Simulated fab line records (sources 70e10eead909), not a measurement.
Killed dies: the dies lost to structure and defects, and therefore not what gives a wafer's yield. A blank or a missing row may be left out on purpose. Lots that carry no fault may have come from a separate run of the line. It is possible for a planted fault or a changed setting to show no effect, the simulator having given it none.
fab line records	flow nand_harc
[record] lots = 24	wafers = 72	last_day = 24
route steps=1159 shown P_ZERO_WELL@14 P_STI@83 P_GATE@170
lots that met no fault: taken from a fault-free run of the same line
start_h: the number of hours between the record's first day and the start of the first shown wafer of the lot	wait_h: hours elapsed since this lot's preceding step	" unchanged from the row above	L1.1+2: several wafers, shown together as one row	- no value, or no start was given	* or withheld: withheld	< > ~ a bound
route shown NAME@n: a module of which the file shows steps, and the number in the route of the first	usual: mean/standard deviation of fault-free wafers	same: alike in all rows	chamber/n: place in a boat	sites: the reading at each site	_std_site: the values' standard deviation	_edge_site: outer sites' mean less inner sites'	radius_mm: how far each site lies from the wafer's centre	mask NAME#n: copy n	behind: the tool/chamber that last shaped the wafer	hold: cause of the lot's hold/its duration in hours/its outcome	device: names the non-switching transistor (n, p or np)	end of line: tests of these same wafers at the route's end	a step with no rows: only its recipe	killed: not the wafer's yield, but the dies lost to structure and defects at the first sort	map: dies across one wafer; x = killed, . = not, _ = none there
set.NAME: the setting as run; set.NAME@STEP: as run at that earlier step	model.NAME: the simulator's own value behind a step, which no gauge read
steps of the route over a sample of lots; a table a step, a row a wafer
services: the hour from which a tool's chamber was out of use, counted from the record's first day as start_h (under 0 if before that day), plus the number of hours and why
[[steps]]
[step NHARC_P_ZERO_WELL_CD_MEAS_11]
[recipe] target_cd_nm = 500	landing_energy_ev = 500
[usual] cd_nm = 500.3/1.8
lot.wafer	tool	chamber	start_h	wait_h	cd_nm
L074.3	cd_sem-03	0	13.31	-	500.4
L074.4	"	0	"	"	499.8
L074.5	"	0	"	"	499.9
L075.2	cd_sem-01	0	19.12	-	498.6
L075.3	"	0	"	"	497.7
L075.6	"	0	"	"	501.4
L076.2	cd_sem-02	0	25.25	-	495.9
L076.3	"	0	"	"	499.1
L076.4	"	0	"	"	499.8
L077.2	cd_sem-03	0	31.24	-	504.3
L077.4	"	0	"	"	498.3
L077.5	"	0	"	"	500.4
L078.1	cd_sem-03	0	37.23	-	498.2
L078.2	"	0	"	"	501.3
L078.6	"	0	"	"	499.1
L079.1	cd_sem-03	0	43.24	-	499.4
L079.2	"	0	"	"	500.0
L079.5	"	0	"	"	498.1
L080.1	cd_sem-03	0	49.24	-	499.7
L080.3	"	0	"	"	502.4
L080.6	"	0	"	"	501.0
L081.1	cd_sem-01	0	55.24	-	503.7
L081.2	"	0	"	"	502.5
L081.4	"	0	"	"	500.5
L082.1	cd_sem-03	0	61.24	-	502.4
L082.4	"	0	"	"	499.8
L082.5	"	0	"	"	501.6
L083.2	cd_sem-01	0	67.27	-	499.8
L083.3	"	0	"	"	500.5
L083.6	"	0	"	"	503.4
L084.1	cd_sem-03	0	73.24	-	499.7
L084.2	"	0	"	"	499.7
L084.5	"	0	"	"	500.6
L085.2	cd_sem-01	0	79.24	-	498.5
L085.4	"	0	"	"	497.5
L085.5	"	0	"	"	498.3
L086.2	cd_sem-03	0	85.11	-	503.5
L086.5	"	0	"	"	501.0
L086.6	"	0	"	"	503.6
L087.1	cd_sem-03	0	91.12	-	500.4
L087.2	"	0	"	"	501.7
L087.4	"	0	"	"	502.0
L088.3	cd_sem-02	0	97.26	-	504.5
L088.4	"	0	"	"	502.5
L088.5	"	0	"	"	501.4
L089.2	cd_sem-02	0	103.25	-	498.4
L089.4	"	0	"	"	499.1
L089.6	"	0	"	"	501.2
L090.1	cd_sem-03	0	109.27	-	497.3
L090.3	"	0	"	"	499.8
L090.5	"	0	"	"	499.0
L091.1	cd_sem-01	0	115.23	-	502.8
L091.2	"	0	"	"	500.1
L091.5	"	0	"	"	498.8
L092.2	cd_sem-01	0	121.23	-	498.7
L092.3	"	0	"	"	499.1
L092.6	"	0	"	"	498.8
L093.1	cd_sem-01	0	127.24	-	500.6
L093.2	"	0	"	"	497.3
L093.4	"	0	"	"	500.6
L094.1	cd_sem-01	0	133.25	-	499.3
L094.3	"	0	"	"	499.6
L094.6	"	0	"	"	498.5
L095.2	cd_sem-01	0	139.23	-	498.0
L095.4	"	0	"	"	499.7
L095.6	"	0	"	"	500.1
L096.2	cd_sem-01	0	145.32	-	499.5
L096.4	"	0	"	"	502.1
L096.5	"	0	"	"	502.6
L097.3	cd_sem-03	0	151.18	-	501.0
L097.4	"	0	"	"	496.3
L097.5	"	0	"	"	498.6
[step NHARC_P_ZERO_WELL_DESCUM_13]
[recipe] time_s = 3	o2_flow_sccm = 200	ar_flow_sccm = 0	bias_power_w = 0	chemistry = O2
[usual] drypump_motor_current_A = 5.6/0.42	oes_product_au = 1.000/0.011	rf_vpp_V = 57.8/0.81	showerhead_plenum_p_Torr = 1.92/0.096	throttle_valve_pct = 11.313/0.0083
lot.wafer	tool	chamber	start_h	wait_h	drypump_motor_current_A	oes_product_au	rf_hours_counter_h	rf_vpp_V	showerhead_plenum_p_Torr	throttle_valve_pct
L074.3	rie_diel-13	1	13.46	-	5.2	1.002	6	57.9	1.91	11.321
L074.4	"	2	"	"	5.9	1.004	6	58.6	2.06	11.311
L074.5	"	2	"	"	5.9	0.992	-	59.2	2.06	11.308
L075.2	rie_diel-13	2	19.29	-	5.9	0.996	7	58.1	2.06	11.313
L075.3	"	3	"	"	5.8	1.022	6	57.0	1.81	11.323
L075.6	"	0	"	"	5.4	1.002	-	57.9	2.00	11.313
L076.2	rie_diel-02	2	25.41	-	5.5	0.992	3	57.7	2.02	11.316
L076.3	"	3	"	"	5.4	1.014	2	57.1	1.89	11.316
L076.4	"	0	"	"	5.0	1.007	2	57.7	1.83	11.307
L077.2	rie_diel-13	0	31.40	-	5.4	1.011	7	59.1	1.99	11.311
L077.5	"	0	"	"	5.4	1.004	-	57.5	1.99	11.335
L077.4	"	2	"	"	5.9	1.001	-	59.2	2.06	11.312
L078.2	rie_diel-13	3	37.39	-	5.8	1.016	7	57.1	1.81	11.304
L078.1	"	0	"	"	5.4	1.001	7	57.6	1.99	11.297
L078.6	"	0	"	"	5.4	1.013	-	58.0	1.99	11.308
L079.1	rie_diel-02	0	43.40	-	5.0	0.995	4	57.5	1.82	11.309
L079.2	"	2	"	"	5.5	0.998	5	58.0	2.02	11.310
L079.5	"	0	"	"	5.0	0.996	-	57.2	1.82	11.315
L080.3	rie_diel-02	2	49.40	-	5.5	0.991	5	57.5	2.02	11.299
L080.1	"	3	"	"	5.4	1.016	3	58.3	1.89	11.302
L080.6	"	1	"	"	6.2	0.985	-	58.5	1.80	11.331
L081.1	rie_diel-02	2	55.41	-	5.5	0.991	6	58.1	2.02	11.317
L081.2	"	3	"	"	5.4	1.004	4	57.5	1.89	11.308
L081.4	"	0	"	"	5.0	1.001	5	58.3	1.82	11.332
L082.4	rie_diel-13	1	61.39	-	5.2	0.995	8	57.0	1.91	11.311
L082.1	"	2	"	"	6.0	0.987	9	56.8	2.06	11.309
L082.5	"	1	"	"	5.2	1.000	-	58.5	1.91	11.313
L083.2	rie_diel-13	0	67.43	-	5.4	1.001	10	59.6	1.99	11.316
L083.3	"	1	"	"	5.2	1.000	9	56.6	1.91	11.312
L083.6	"	0	"	"	5.4	1.005	-	59.0	1.99	11.324
L084.2	rie_diel-13	0	73.40	-	5.4	1.020	10	56.7	1.99	11.319
L084.1	"	1	"	"	5.2	1.011	10	55.7	1.91	11.301
L084.5	"	1	"	"	5.2	1.003	-	57.3	1.91	11.308
L085.4	rie_diel-13	3	79.40	-	5.9	1.013	10	58.6	1.81	11.303
L085.2	"	2	"	"	5.9	0.993	10	57.2	2.06	11.314
L085.5	"	3	"	"	5.9	1.013	-	57.7	1.81	11.315
L086.2	rie_diel-02	0	85.28	-	5.0	1.003	6	57.7	1.82	11.303
L086.5	"	3	"	"	5.4	1.021	-	56.5	1.89	11.313
L086.6	"	0	"	"	5.0	1.017	-	57.9	1.82	11.313
L087.1	rie_diel-09	2	91.28	-	5.2	0.995	0	58.7	2.01	11.314
L087.4	"	3	"	"	5.5	0.995	1	57.4	1.85	11.314
L087.2	"	0	"	"	6.3	0.994	1	58.3	1.83	11.312
L088.4	rie_diel-13	1	97.41	-	5.2	1.010	12	57.3	1.91	11.306
L088.3	"	3	"	"	5.9	1.015	12	57.1	1.81	11.320
L088.5	"	2	"	"	5.9	0.999	-	59.3	2.06	11.329
L089.2	rie_diel-09	3	103.40	-	5.6	0.990	1	57.4	1.85	11.308
L089.4	"	1	"	"	6.4	0.992	1	58.5	2.02	11.316
L089.6	"	3	"	"	5.6	1.001	-	57.3	1.85	11.316
L090.3	rie_diel-02	0	109.43	-	5.0	1.010	7	57.8	1.82	11.312
L090.1	"	1	"	"	6.1	0.986	9	57.8	1.80	11.309
L090.5	"	0	"	"	5.0	0.999	-	56.6	1.82	11.304
L091.2	rie_diel-09	1	115.39	-	6.4	0.988	3	57.0	2.02	11.310
L091.1	"	3	"	"	5.6	0.995	3	57.5	1.85	11.294
L091.5	"	1	"	"	6.4	0.983	-	59.0	2.02	11.306
L092.2	rie_diel-13	1	121.40	-	5.2	0.998	2	57.5	1.91	11.313
L092.3	"	3	"	"	5.8	1.012	1	56.9	1.81	11.311
L092.6	"	0	"	"	5.4	1.000	-	57.8	1.99	11.316
L093.1	rie_diel-02	0	127.40	-	5.0	0.998	8	56.0	1.82	11.309
L093.4	"	2	"	"	5.5	0.999	11	59.2	2.01	11.330
L093.2	"	3	"	"	5.4	1.008	8	57.3	1.89	11.308
L094.3	rie_diel-13	1	133.40	-	5.2	0.987	2	58.1	1.91	11.309
L094.1	"	2	"	"	5.9	0.986	2	57.6	2.06	11.316
L094.6	"	2	"	"	5.9	0.983	-	58.2	2.06	11.328
L095.2	rie_diel-09	1	139.39	-	6.4	0.983	5	58.3	2.02	11.315
L095.4	"	2	"	"	5.2	1.005	4	59.0	2.01	11.309
L095.6	"	0	"	"	6.4	0.998	-	57.7	1.83	11.312
L096.2	rie_diel-13	3	145.48	-	5.9	1.007	2	57.5	1.81	11.302
L096.4	"	1	"	"	5.2	0.990	3	57.7	1.91	11.330
L096.5	"	2	"	"	5.9	0.980	-	58.7	2.06	11.304
L097.4	rie_diel-09	0	151.34	-	6.4	0.990	6	59.0	1.83	11.320
L097.3	"	1	"	"	6.4	0.978	5	58.5	2.02	11.313
L097.5	"	0	"	"	6.4	1.000	-	57.2	1.83	11.305
[step NHARC_P_STI_CD_MEAS_09]
[recipe] target_cd_nm = 200	landing_energy_ev = 500
[usual] cd_nm = 199.6/1.7
lot.wafer	tool	chamber	start_h	wait_h	cd_nm
L074.3	cd_sem-02	0	37.62	-	199.9
L074.4	"	0	"	"	199.8
L074.5	"	0	"	"	201.8
L075.2	cd_sem-03	0	37.77	-	200.3
L075.3	"	0	"	"	199.6
L075.6	"	0	"	"	201.9
L076.2	cd_sem-03	0	48.82	-	195.1
L076.3	"	0	"	"	199.7
L076.4	"	0	"	"	200.4
L077.2	cd_sem-03	0	53.70	-	199.4
L077.4	"	0	"	"	199.0
L077.5	"	0	"	"	199.4
L078.1	cd_sem-03	0	60.10	-	201.7
L078.2	"	0	"	"	200.8
L078.6	"	0	"	"	200.1
L079.1	cd_sem-02	0	68.32	-	201.3
L079.2	"	0	"	"	199.5
L079.5	"	0	"	"	202.1
L080.1	cd_sem-01	0	68.48	-	199.5
L080.3	"	0	"	"	198.4
L080.6	"	0	"	"	200.3
L081.1	cd_sem-01	0	77.43	-	200.9
L081.2	"	0	"	"	199.7
L081.4	"	0	"	"	199.5
L082.1	cd_sem-01	0	82.80	-	201.9
L082.4	"	0	"	"	202.6
L082.5	"	0	"	"	202.0
L083.2	cd_sem-03	0	89.51	-	198.1
L083.3	"	0	"	"	198.3
L083.6	"	0	"	"	199.0
L084.1	cd_sem-02	0	98.27	-	203.5
L084.2	"	0	"	"	200.8
L084.5	"	0	"	"	202.2
L085.2	cd_sem-03	0	98.44	-	198.8
L085.4	"	0	"	"	198.3
L085.5	"	0	"	"	196.8
L086.2	cd_sem-01	0	108.26	-	199.5
L086.5	"	0	"	"	197.5
L086.6	"	0	"	"	199.0
L087.1	cd_sem-03	0	112.50	-	196.1
L087.2	"	0	"	"	198.8
L087.4	"	0	"	"	197.9
L088.3	cd_sem-03	0	120.41	-	199.8
L088.4	"	0	"	"	197.6
L088.5	"	0	"	"	199.5
L090.1	cd_sem-03	0	128.31	-	197.4
L090.3	"	0	"	"	200.9
L090.5	"	0	"	"	200.9
L089.2	cd_sem-01	0	128.47	-	199.4
L089.4	"	0	"	"	197.6
L089.6	"	0	"	"	199.0
L091.1	cd_sem-03	0	136.63	-	200.0
L091.2	"	0	"	"	199.6
L091.5	"	0	"	"	199.1
L092.2	cd_sem-03	0	142.77	-	197.1
L092.3	"	0	"	"	198.8
L092.6	"	0	"	"	199.0
L093.1	cd_sem-01	0	151.01	-	198.7
L093.2	"	0	"	"	199.2
L093.4	"	0	"	"	199.1
L094.1	cd_sem-01	0	155.09	-	198.7
L094.3	"	0	"	"	200.2
L094.6	"	0	"	"	197.2
L095.2	cd_sem-02	0	160.96	-	202.1
L095.4	"	0	"	"	202.6
L095.6	"	0	"	"	199.7
L096.2	cd_sem-03	0	167.94	-	197.7
L096.4	"	0	"	"	200.6
L096.5	"	0	"	"	199.3
L097.3	cd_sem-03	0	172.81	-	197.2
L097.4	"	0	"	"	196.6
L097.5	"	0	"	"	199.2
[step NHARC_P_STI_OVL_MEAS_10]
[usual] overlay_x_nm = 1/4.7	overlay_y_nm = -1/5.1
lot.wafer	tool	chamber	start_h	wait_h	overlay_x_nm	overlay_y_nm
L074.3	overlay-01	-	37.70	-	0	-7
L074.4	"	-	"	"	0	-7
L074.5	"	-	"	"	0	-7
L075.2	overlay-02	-	37.86	-	-6	2
L075.3	"	-	"	"	-7	2
L075.6	"	-	"	"	-7	2
L076.2	overlay-02	-	48.90	-	6	0
L076.3	"	-	"	"	7	0
L076.4	"	-	"	"	6	0
L077.2	overlay-02	-	53.78	-	8	-10
L077.4	"	-	"	"	8	-9
L077.5	"	-	"	"	8	-10
L078.1	overlay-01	-	60.19	-	3	-1
L078.2	"	-	"	"	4	-1
L078.6	"	-	"	"	3	-1
L079.1	overlay-01	-	68.40	-	11	1
L079.2	"	-	"	"	10	1
L079.5	"	-	"	"	10	1
L080.1	overlay-01	-	68.57	-	-5	-3
L080.3	"	-	"	"	-5	-4
L080.6	"	-	"	"	-6	-3
L081.1	overlay-01	-	77.52	-	-4	1
L081.2	"	-	"	"	-4	2
L081.4	"	-	"	"	-4	0
L082.1	overlay-02	-	82.89	-	4	-1
L082.4	"	-	"	"	3	-1
L082.5	"	-	"	"	4	-1
L083.2	overlay-01	-	89.60	-	0	8
L083.3	"	-	"	"	-1	7
L083.6	"	-	"	"	0	8
L084.1	overlay-02	-	98.36	-	3	-8
L084.2	"	-	"	"	4	-7
L084.5	"	-	"	"	3	-8
L085.2	overlay-01	-	98.52	-	-3	5
L085.4	"	-	"	"	-3	6
L085.5	"	-	"	"	-2	6
L086.2	overlay-02	-	108.34	-	-1	-9
L086.5	"	-	"	"	-2	-9
L086.6	"	-	"	"	-1	-9
L087.1	overlay-01	-	112.58	-	-2	7
L087.2	"	-	"	"	-1	6
L087.4	"	-	"	"	-2	6
L088.3	overlay-02	-	120.50	-	4	2
L088.4	"	-	"	"	4	2
L088.5	"	-	"	"	4	2
L090.1	overlay-02	-	128.39	-	8	1
L090.3	"	-	"	"	8	1
L090.5	"	-	"	"	7	1
L089.2	overlay-01	-	128.56	-	2	2
L089.4	"	-	"	"	2	2
L089.6	"	-	"	"	2	2
L091.1	overlay-02	-	136.74	-	4	-2
L091.2	"	-	"	"	3	-2
L091.5	"	-	"	"	3	-3
L092.2	overlay-01	-	142.85	-	2	-1
L092.3	"	-	"	"	2	-1
L092.6	"	-	"	"	3	-1
L093.1	overlay-02	-	151.10	-	-8	-8
L093.2	"	-	"	"	-8	-8
L093.4	"	-	"	"	-8	-8
L094.1	overlay-01	-	155.19	-	-3	2
L094.3	"	-	"	"	-3	2
L094.6	"	-	"	"	-3	1
L095.2	overlay-01	-	161.05	-	-3	1
L095.4	"	-	"	"	-2	1
L095.6	"	-	"	"	-2	1
L096.2	overlay-01	-	168.04	-	2	-1
L096.4	"	-	"	"	3	-1
L096.5	"	-	"	"	3	-1
L097.3	overlay-01	-	172.89	-	-1	-11
L097.4	"	-	"	"	-1	-11
L097.5	"	-	"	"	-1	-11
[step NHARC_P_STI_ETCH_15]
[recipe] target_depth_a = 3000	taper_deg = 4	time_s = 100.1	hbr_flow_sccm = 150	cl2_flow_sccm = 50	rf_w = 400	icp_w = 400	bias_w = 100	chemistry = HBr/Cl2
[usual] drypump_motor_current_A = 5.9/0.47	oes_product_au = 0.998/0.011	throttle_valve_pct = 26.405/0.009
lot.wafer	tool	chamber	start_h	wait_h	drypump_motor_current_A	oes_product_au	rf_hours_counter_h	throttle_valve_pct
L074.4	rie_si-06	0	38.17	-	5.9	0.996	0.2	26.418
L074.3	"	1	"	"	6.7	1.016	0.1	26.391
L074.5	"	2	"	"	5.6	0.990	-	26.395
L075.2	rie_si-04	3	38.33	-	5.1	0.993	0.9	26.424
L075.3	"	0	"	"	5.1	0.995	0.9	26.398
L075.6	"	1	"	"	6.6	0.987	-	26.403
L076.4	rie_si-06	3	49.35	-	6.1	0.990	0.3	26.409
L076.2	"	0	"	"	5.9	1.004	0.2	26.410
L076.3	"	1	"	"	6.7	1.014	0.2	26.394
L077.4	rie_si-01	2	54.26	-	6.3	0.997	0.8	26.405
L077.2	"	3	"	"	5.7	1.001	0.8	26.406
L077.5	"	0	"	"	5.7	0.993	-	26.417
L078.1	rie_si-06	3	60.64	-	6.1	0.984	0.4	26.416
L078.2	"	2	"	"	5.5	0.988	0.3	26.406
L078.6	"	0	"	"	5.9	0.987	-	26.408
L080.3	rie_si-01	3	69.01	-	5.7	0.998	0.9	26.411
L080.1	"	2	"	"	6.4	0.993	0.9	26.402
L080.6	"	3	"	"	5.7	0.995	-	26.385
L079.1	rie_si-01	1	69.37	-	6.0	1.006	0.8	26.404
L079.2	"	2	"	"	6.4	1.016	0.9	26.409
L079.5	"	3	"	"	5.7	1.002	-	26.401
L081.1	rie_si-06	1	77.98	-	6.7	1.012	0.4	26.393
L081.4	"	2	"	"	5.6	0.983	0.4	26.402
L081.2	"	3	"	"	6.1	0.992	0.6	26.430
L082.1	rie_si-04	1	83.37	-	6.6	0.996	0.8	26.392
L082.4	"	2	"	"	5.4	0.996	1.0	26.401
L082.5	"	0	"	"	5.1	1.004	-	26.411
L083.3	rie_si-06	0	90.07	-	5.9	0.989	0.6	26.397
L083.2	"	2	"	"	5.5	0.997	0.5	26.393
L083.6	"	2	"	"	5.5	0.990	-	26.416
L084.1	rie_si-06	0	98.87	-	5.9	0.988	0.8	26.406
L084.2	"	2	"	"	5.5	0.975	0.6	26.418
L084.5	"	3	"	"	6.1	0.982	-	26.398
L085.2	rie_si-01	1	99.28	-	5.9	1.000	1.0	26.402
L085.4	"	3	"	"	5.7	0.999	1.2	26.403
L085.5	"	1	"	"	6.0	1.003	-	26.418
L086.2	rie_si-04	0	108.79	-	5.1	1.010	0.0	26.415
L086.6	"	0	"	"	5.1	0.998	-	26.411
L086.5	"	1	"	"	6.6	0.986	-	26.402
L087.4	rie_si-01	1	113.03	-	5.9	1.010	1.2	26.419
L087.2	"	3	"	"	5.7	0.993	1.2	26.407
L087.1	"	0	"	"	5.8	1.000	1.1	26.403
L088.3	rie_si-04	3	120.96	-	5.2	1.013	0.1	26.410
L088.5	"	2	"	"	5.4	1.008	-	26.415
L088.4	"	1	"	"	6.6	0.995	-	26.408
L090.3	rie_si-06	2	128.84	-	5.5	0.982	0.8	26.401
L090.1	"	1	"	"	6.7	1.001	0.6	26.405
L090.5	"	2	"	"	5.5	0.974	-	26.412
L089.2	rie_si-04	1	129.03	-	6.6	0.997	0.2	26.385
L089.4	"	3	"	"	5.1	1.013	0.2	26.395
L089.6	"	1	"	"	6.6	0.987	-	26.405
L091.2	rie_si-01	3	137.19	-	5.7	1.004	0.0	26.394
L091.1	"	0	"	"	5.7	1.006	0.0	26.413
L091.5	"	0	"	"	5.8	1.003	-	26.414
L092.2	rie_si-01	0	143.32	-	5.8	0.998	0.1	26.402
L092.3	"	1	"	"	6.0	1.000	0.1	26.391
L092.6	"	0	"	"	5.7	0.999	-	26.407
L093.4	rie_si-06	0	151.56	-	6.0	0.993	1.1	26.401
L093.1	"	2	"	"	5.6	0.986	1.1	26.416
L093.2	"	3	"	"	6.1	0.996	1.2	26.387
L094.3	rie_si-04	0	155.64	-	5.1	1.000	0.3	26.401
L094.1	"	1	"	"	6.6	0.987	0.5	26.409
L094.6	"	0	"	"	5.1	1.016	-	26.415
L095.2	rie_si-01	2	161.52	-	6.4	1.009	0.1	26.390
L095.4	"	3	"	"	5.7	1.006	0.2	26.404
L095.6	"	1	"	"	5.9	1.008	-	26.405
L096.4	rie_si-06	2	168.51	-	5.6	0.987	1.1	26.397
L096.2	"	3	"	"	6.1	0.993	1.3	26.408
L096.5	"	2	"	"	5.5	0.987	-	26.398
L097.3	rie_si-04	2	173.38	-	5.4	1.004	0.5	26.391
L097.4	"	2	"	"	5.3	1.005	-	26.399
L097.5	"	0	"	"	5.1	1.004	-	26.394
[step NHARC_P_GATE_CD_MEAS_46]
[recipe] target_cd_nm = 720	landing_energy_ev = 500
[usual] cd_nm = 720.8/1.7
lot.wafer	tool	chamber	start_h	wait_h	cd_nm
L075.2	cd_sem-02	0	104.33	-	721.0
L075.3	"	0	"	"	718.4
L075.6	"	0	"	"	718.6
L074.3	cd_sem-03	0	104.51	-	720.6
L074.4	"	0	"	"	721.2
L074.5	"	0	"	"	721.5
L077.2	cd_sem-03	0	112.85	-	719.9
L077.4	"	0	"	"	720.4
L077.5	"	0	"	"	720.2
L076.2	cd_sem-02	0	115.11	-	721.6
L076.3	"	0	"	"	723.9
L076.4	"	0	"	"	723.2
L080.1	cd_sem-01	0	131.64	-	723.1
L080.3	"	0	"	"	723.1
L080.6	"	0	"	"	720.0
L078.1	cd_sem-01	0	132.50	-	718.0
L078.2	"	0	"	"	717.5
L078.6	"	0	"	"	721.6
L079.1	cd_sem-03	0	133.22	-	721.7
L079.2	"	0	"	"	722.1
L079.5	"	0	"	"	720.7
L081.1	cd_sem-02	0	143.94	-	721.6
L081.2	"	0	"	"	722.9
L081.4	"	0	"	"	717.9
L082.1	cd_sem-01	0	148.77	-	720.3
L082.4	"	0	"	"	719.6
L082.5	"	0	"	"	721.2
L083.2	cd_sem-01	0	149.41	-	721.5
L083.3	"	0	"	"	720.5
L083.6	"	0	"	"	720.7
L084.1	cd_sem-01	0	164.69	-	719.8
L084.2	"	0	"	"	719.1
L084.5	"	0	"	"	722.1
L085.2	cd_sem-03	0	165.17	-	718.2
L085.4	"	0	"	"	721.1
L085.5	"	0	"	"	719.4
L086.2	cd_sem-02	0	175.82	-	717.8
L086.5	"	0	"	"	719.5
L086.6	"	0	"	"	719.7
L087.1	cd_sem-02	0	176.41	-	722.8
L087.2	"	0	"	"	722.7
L087.4	"	0	"	"	721.7
L088.3	cd_sem-01	0	176.53	-	721.8
L088.4	"	0	"	"	723.0
L088.5	"	0	"	"	719.7
L090.1	cd_sem-01	0	194.39	-	722.9
L090.3	"	0	"	"	719.0
L090.5	"	0	"	"	723.1
L089.2	cd_sem-03	0	195.06	-	718.7
L089.4	"	0	"	"	721.9
L089.6	"	0	"	"	720.8
L091.1	cd_sem-01	0	203.18	-	722.8
L091.2	"	0	"	"	723.4
L091.5	"	0	"	"	722.1
L092.2	cd_sem-03	0	209.65	-	718.1
L092.3	"	0	"	"	718.6
L092.6	"	0	"	"	721.5
L093.1	cd_sem-01	0	218.95	-	721.5
L093.2	"	0	"	"	723.9
L093.4	"	0	"	"	723.4
L094.1	cd_sem-02	0	222.09	-	720.4
L094.3	"	0	"	"	718.8
L094.6	"	0	"	"	719.5
L095.2	cd_sem-03	0	227.91	-	722.2
L095.4	"	0	"	"	720.9
L095.6	"	0	"	"	720.8
L096.2	cd_sem-01	0	232.83	-	720.4
L096.4	"	0	"	"	718.8
L096.5	"	0	"	"	719.2
L097.3	cd_sem-01	0	243.09	-	720.0
L097.4	"	0	"	"	721.9
L097.5	"	0	"	"	719.9
[[services]]
tool	chamber	start_h	hours	kind
rie_si-04	1	-2.78	9.3	repair
rie_diel-13	0	4.50	-	clean
rie_diel-13	1	4.50	-	clean
rie_diel-13	2	4.50	-	clean
rie_si-06	-	6.00	9.0	pm
rie_diel-02	3	27.99	4.8	repair
rie_diel-13	1	30.14	9.0	repair
rie_si-06	2	31.77	1.9	repair
rie_si-04	1	55.51	4.7	repair
rie_diel-02	-	75.03	1.0	repair
rie_diel-09	-	77.10	9.0	pm
rie_si-06	1	81.96	19.3	repair
rie_si-01	1	84.91	2.9	repair
rie_diel-13	-	99.00	9.0	pm
rie_si-04	-	99.00	9.0	pm
rie_si-01	-	99.95	0.5	repair
rie_diel-02	3	101.31	7.3	repair
rie_diel-13	3	108.97	5.8	repair
rie_si-04	0	119.54	6.9	repair
rie_si-01	-	127.00	9.0	pm
rie_diel-02	-	150.71	9.0	pm
rie_si-04	3	165.24	5.6	repair
rie_si-04	1	168.34	2.1	repair
rie_si-04	3	171.93	2.1	repair
[[key]]
fault none
